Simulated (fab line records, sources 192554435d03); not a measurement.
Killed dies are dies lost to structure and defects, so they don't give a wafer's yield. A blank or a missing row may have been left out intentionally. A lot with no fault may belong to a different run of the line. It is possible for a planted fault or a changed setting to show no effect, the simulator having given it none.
Chamber matching / flow n5-finfet / pecvd-02 running N5_FIN_SAQP_PECVD_47: 3 sister chambers
The step deposits a-Si from SiH4/He, target thk 45 nm, time 36.3 s. 6 wafers are shown with their chamber, then 11 later ones without.

## WAFERS WITH THEIR CHAMBER
wafer=L083.3; chamber=1; showerhead-plenum-p-Torr (Torr)=5.75; throttle-valve-pct (%)=19.8
wafer=L083.6; chamber=0; showerhead-plenum-p-Torr (Torr)=5.56; throttle-valve-pct (%)=18.3
wafer=L085.1; chamber=2; showerhead-plenum-p-Torr (Torr)=5.73; throttle-valve-pct (%)=17.8
wafer=L085.4; chamber=2; showerhead-plenum-p-Torr (Torr)=5.72; throttle-valve-pct (%)=17.6
wafer=L085.6; chamber=1; showerhead-plenum-p-Torr (Torr)=5.74; throttle-valve-pct (%)=19.7
wafer=L091.2; chamber=0; showerhead-plenum-p-Torr (Torr)=5.56; throttle-valve-pct (%)=18.2

## WAFERS WHOSE CHAMBER IS MISSING
wafer=L091.5; showerhead-plenum-p-Torr (Torr)=5.56; throttle-valve-pct (%)=18.1
wafer=L091.6; showerhead-plenum-p-Torr (Torr)=5.73; throttle-valve-pct (%)=17.4
wafer=L092.1; showerhead-plenum-p-Torr (Torr)=5.75; throttle-valve-pct (%)=19.8
wafer=L092.2; showerhead-plenum-p-Torr (Torr)=5.74; throttle-valve-pct (%)=17.6
wafer=L092.4; showerhead-plenum-p-Torr (Torr)=5.74; throttle-valve-pct (%)=17.4
wafer=L095.2; showerhead-plenum-p-Torr (Torr)=5.75; throttle-valve-pct (%)=19.6
wafer=L095.5; showerhead-plenum-p-Torr (Torr)=5.55; throttle-valve-pct (%)=18.1
wafer=L095.6; showerhead-plenum-p-Torr (Torr)=5.74; throttle-valve-pct (%)=20.0
wafer=L097.1; showerhead-plenum-p-Torr (Torr)=5.72; throttle-valve-pct (%)=17.7
wafer=L097.5; showerhead-plenum-p-Torr (Torr)=5.74; throttle-valve-pct (%)=17.7
wafer=L097.6; showerhead-plenum-p-Torr (Torr)=5.56; throttle-valve-pct (%)=18.1

## EACH ONE'S CHAMBER
wafer=L091.5; from the rows above=0; in truth=0
wafer=L091.6; from the rows above=2; in truth=2
wafer=L092.1; from the rows above=1; in truth=1
wafer=L092.2; from the rows above=2; in truth=2
wafer=L092.4; from the rows above=2; in truth=2
wafer=L095.2; from the rows above=1; in truth=1
wafer=L095.5; from the rows above=0; in truth=0
wafer=L095.6; from the rows above=1; in truth=1
wafer=L097.1; from the rows above=2; in truth=2
wafer=L097.5; from the rows above=2; in truth=2
wafer=L097.6; from the rows above=0; in truth=0
Correct placement for 11 of the 11. Left unplaced by these rows: 0. Number placed wrongly: 0.
How it was worked out, from the rows above alone: a wafer's distance from a chamber is the root of the sum, over the readings, of the square of ((its reading less the chamber's mean) divided by the reading's scatter). The wafer belongs to the nearest chamber; if the next one is less than 2 further off, it can't be placed. For every chamber, the mean is computed from those of its wafers that are shown. The scatter is the square root of a quotient: the sum, over the shown wafers, of each reading's squared deviation from its chamber's mean, divided by wafers minus chambers.
